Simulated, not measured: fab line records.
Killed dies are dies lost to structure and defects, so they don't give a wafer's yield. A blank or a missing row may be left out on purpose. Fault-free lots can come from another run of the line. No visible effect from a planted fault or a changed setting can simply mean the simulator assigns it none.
What tool caused it? -- flow nand-harc -- 24 lots with 72 wafers sampled at 4 steps, on a route of 1159 steps

WHAT THE GAUGES READ, wafer by wafer
NHARC_A_BLC_INSPECT_12.
lot,measured,on,raw-defect-count
L074,day 16 22:21,defect-inspect-01,34 39 33
L075,day 17 13:38,defect-inspect-01,22 20 20
L076,day 17 14:10,defect-inspect-01,23 25 27
L077,day 17 17:25,defect-inspect-01,33 33 31
L080,day 18 00:01,defect-inspect-01,31 20 22
L079,day 18 00:25,defect-inspect-01,33 30 28
L078,day 18 03:43,defect-inspect-01,6 10 10
L081,day 18 20:55,defect-inspect-01,8 17 6
L082,day 19 07:42,defect-inspect-02,36 42 42
L083,day 19 10:25,defect-inspect-02,9 14 10
L084,day 19 15:42,defect-inspect-02,20 12 14
L086,day 19 23:20,defect-inspect-02,27 30 24
L087,day 19 23:39,defect-inspect-02,13 13 10
L088,day 20 05:38,defect-inspect-02,61 68 64
L085,day 20 06:20,defect-inspect-02,23 33 29
L089,day 21 00:15,defect-inspect-02,32 38 33
L090,day 21 09:38,defect-inspect-02,57 34 48
L091,day 21 16:11,defect-inspect-02,34 34 39
L092,day 21 16:56,defect-inspect-01,34 35 23
L094,day 22 14:01,defect-inspect-01,60 57 69
L095,day 22 17:16,defect-inspect-01,15 16 24
L093,day 22 23:53,defect-inspect-01,15 25 16
L096,day 23 01:29,defect-inspect-01,31 38 46
L097,day 23 08:53,defect-inspect-02,58 40 43

NHARC_A_M1_CD_MEAS_09: target cd 120 nm.
lot,measured,on,cd-nm (nm)
L074,day 17 06:50,cd-sem-02,120.2 120.6 120.1
L075,day 17 22:17,cd-sem-03,120.1 120.2 120.4
L076,day 17 22:42,cd-sem-02,120.6 120.2 120.4
L077,day 18 03:57,cd-sem-02,119.8 119.6 120.4
L080,day 18 08:40,cd-sem-01,119.8 119.8 119.6
L079,day 18 09:02,cd-sem-01,119.5 120.0 120.5
L078,day 18 13:31,cd-sem-03,119.2 120.0 120.4
L081,day 19 08:52,cd-sem-03,120.0 119.8 120.1
L082,day 19 15:43,cd-sem-01,119.8 120.0 120.1
L083,day 19 18:20,cd-sem-02,120.5 120.6 121.2
L084,day 20 03:31,cd-sem-03,121.3 121.2 120.0
L086,day 20 09:46,cd-sem-01,120.6 120.8 121.1
L087,day 20 10:03,cd-sem-02,120.3 121.0 120.5
L088,day 20 15:26,cd-sem-01,121.1 120.4 120.3
L085,day 20 15:50,cd-sem-02,119.9 120.1 120.6
L089,day 21 18:40,cd-sem-02,120.0 120.5 119.8
L090,day 21 21:31,cd-sem-01,120.5 120.5 120.6
L091,day 22 03:06,cd-sem-02,119.7 119.7 119.6
L092,day 22 05:46,cd-sem-02,119.7 119.2 119.3
L094,day 22 22:29,cd-sem-02,120.4 120.1 120.5
L095,day 23 03:28,cd-sem-01,119.7 119.6 119.5
L093,day 23 10:53,cd-sem-02,120.3 120.4 120.2
L096,day 23 12:53,cd-sem-02,120.4 121.1 120.0
L097,day 23 17:19,cd-sem-03,119.8 119.8 119.5

WHICH TOOL RAN EACH LOT (tool, then ch and the chambers of the sampled wafers, then the start)
lot,NHARC_A_CONTACT_ETCH_134,NHARC_A_BLC_STRIP_21
L074,"har-cap-etch-02 ch 0,1, day 16 16:39","rie-diel-01 ch 0,1, day 16 23:55"
L075,"har-cap-etch-03 ch 0,1, day 17 05:42","rie-diel-12 ch 0,1,3, day 17 14:50"
L076,"har-cap-etch-03 ch 0,1, day 17 06:55","rie-diel-02 ch 0,2,3, day 17 15:25"
L077,"har-cap-etch-01 ch 0,1, day 17 13:00","rie-diel-01 ch 0,1, day 17 18:37"
L080,"har-cap-etch-02 ch 1, day 17 17:25","rie-diel-12 ch 0,1,3, day 18 01:20"
L079,"har-cap-etch-01 ch 0, day 17 18:16","rie-diel-01 ch 0,1,2, day 18 01:38"
L078,"har-cap-etch-03 ch 0,1, day 17 20:38","rie-diel-01 ch 0,1,2, day 18 04:55"
L081,"har-cap-etch-01 ch 0,1, day 18 16:32","rie-diel-12 ch 0,1,2, day 18 22:07"
L082,"har-cap-etch-03 ch 0,1, day 19 03:11","rie-diel-01 ch 0,2,3, day 19 08:56"
L083,"har-cap-etch-02 ch 0,1, day 19 06:07","rie-diel-12 ch 0,3, day 19 11:37"
L084,"har-cap-etch-03 ch 0,1, day 19 11:20","rie-diel-12 ch 1,2,3, day 19 16:56"
L086,"har-cap-etch-02 ch 0,1, day 19 16:49","rie-diel-01 ch 0,1,3, day 20 00:33"
L087,"har-cap-etch-02 ch 0,1, day 19 19:06","rie-diel-12 ch 0,1,2, day 20 00:52"
L088,"har-cap-etch-03 ch 0,1, day 19 23:10","rie-diel-02 ch 0, day 20 07:12"
L085,"har-cap-etch-01 ch 0,1, day 20 00:15","rie-diel-01 ch 0,1,3, day 20 07:34"
L089,"har-cap-etch-01 ch 0,1, day 20 19:50","rie-diel-02 ch 0,1,2, day 21 01:29"
L090,"har-cap-etch-03 ch 0,1, day 20 21:08","rie-diel-12 ch 0,1, day 21 10:50"
L091,"har-cap-etch-03 ch 0,1, day 21 05:48","rie-diel-01 ch 0,2,3, day 21 17:25"
L092,"har-cap-etch-02 ch 1, day 21 07:06","rie-diel-12 ch 1,2,3, day 21 18:10"
L094,"har-cap-etch-03 ch 0,1, day 22 09:26","rie-diel-12 ch 0,2,3, day 22 15:13"
L095,"har-cap-etch-01 ch 0,1, day 22 12:50","rie-diel-12 ch 0,1,2, day 22 18:30"
L093,"har-cap-etch-02 ch 0,1, day 22 18:32","rie-diel-12 ch 1,2,3, day 23 01:11"
L096,"har-cap-etch-03 ch 0,1, day 22 21:07","rie-diel-12 ch 0,1,3, day 23 02:45"
L097,"har-cap-etch-01 ch 0,1, day 23 00:23","rie-diel-12 ch 0,1,2, day 23 10:05"
- NHARC_A_CONTACT_ETCH_134: etches the open film in C4F8/O2/Ar, time 140 s, target depth 700 nm.
- NHARC_A_BLC_STRIP_21: strips in O2.

AS READ BY THE TOOLS THEMSELVES (means over the sampled wafers that have a number; for cases with no such wafer, the mark the record gives instead)
NHARC_A_BLC_STRIP_21.
lot,tool,drypump-motor-current-A (A),mfc-ar-sccm (sccm),oes-product-au (a.u.),rf-vpp-V (V),showerhead-plenum-p-Torr (Torr),throttle-valve-pct (%)
L074,rie-diel-01,5.7,0.010,1.002,58.1,3.59,17.033
L075,rie-diel-12,5.4,0.000,1.005,58.2,3.60,17.042
L076,rie-diel-02,5.4,0.005,1.001,57.7,3.36,17.039
L077,rie-diel-01,5.9,0.013,0.999,59.1,3.68,17.027
L080,rie-diel-12,5.4,0.000,1.012,57.2,3.60,17.038
L079,rie-diel-01,5.9,0.009,0.998,57.2,3.66,17.035
L078,rie-diel-01,5.9,0.009,0.996,57.4,3.66,17.042
L081,rie-diel-12,5.8,0.000,1.010,57.7,3.56,17.038
L082,rie-diel-01,5.7,0.008,1.000,57.9,3.52,17.031
L083,rie-diel-12,5.4,0.000,1.012,58.2,3.58,17.052
L084,rie-diel-12,5.5,0.000,1.004,57.8,3.53,17.042
L086,rie-diel-01,5.7,0.012,1.000,57.8,3.53,17.040
L087,rie-diel-12,5.8,0.000,1.014,58.1,3.56,17.030
L088,rie-diel-02,5.9,0.000,0.998,57.4,3.42,17.034
L085,rie-diel-01,5.8,0.012,1.006,58.4,3.53,17.031
L089,rie-diel-02,5.6,0.005,1.007,56.8,3.33,17.033
L090,rie-diel-12,5.6,0.000,1.008,58.0,3.66,17.039
L091,rie-diel-01,5.7,0.008,1.003,57.4,3.52,17.046
L092,rie-diel-12,5.5,0.000,1.002,58.6,3.53,17.032
L094,rie-diel-12,5.5,0.000,0.998,57.5,3.50,17.043
L095,rie-diel-12,5.8,0.000,1.011,57.1,3.56,17.031
L093,rie-diel-12,5.5,0.000,1.003,58.2,3.52,17.039
L096,rie-diel-12,5.4,0.000,1.000,57.0,3.60,17.040
L097,rie-diel-12,5.8,0.000,1.002,57.4,3.56,17.044

THE ANSWER, worked out from the rows above alone
Rule: the lots themselves supply what counts as usual. The widest of any qualifying gaps counts: lots, ordered by their means at a reading, are off when they make up no more than a third of the lots, leave a main group of 4 or more, and stand apart from it by 3 or more times the standard deviation of that group's means. A main group is skipped when, at the precision printed for the reading in the tables above, its means are all equal. A lot without any number at a reading at which 4 lots or more have one is off too. The other lots that the step has rows for count as sound. Order of review: gauges by route order, followed by the tools' own readings, for which a lot's mean as printed above is used. The first step at which some lot is off is used, and at that step the reading that is off furthest; a lot without a number counts as furthest.
Across all readings shown, no lot is off: no conclusion can be drawn from this.

WHAT HAD BEEN PUT IN BY THE SIMULATOR
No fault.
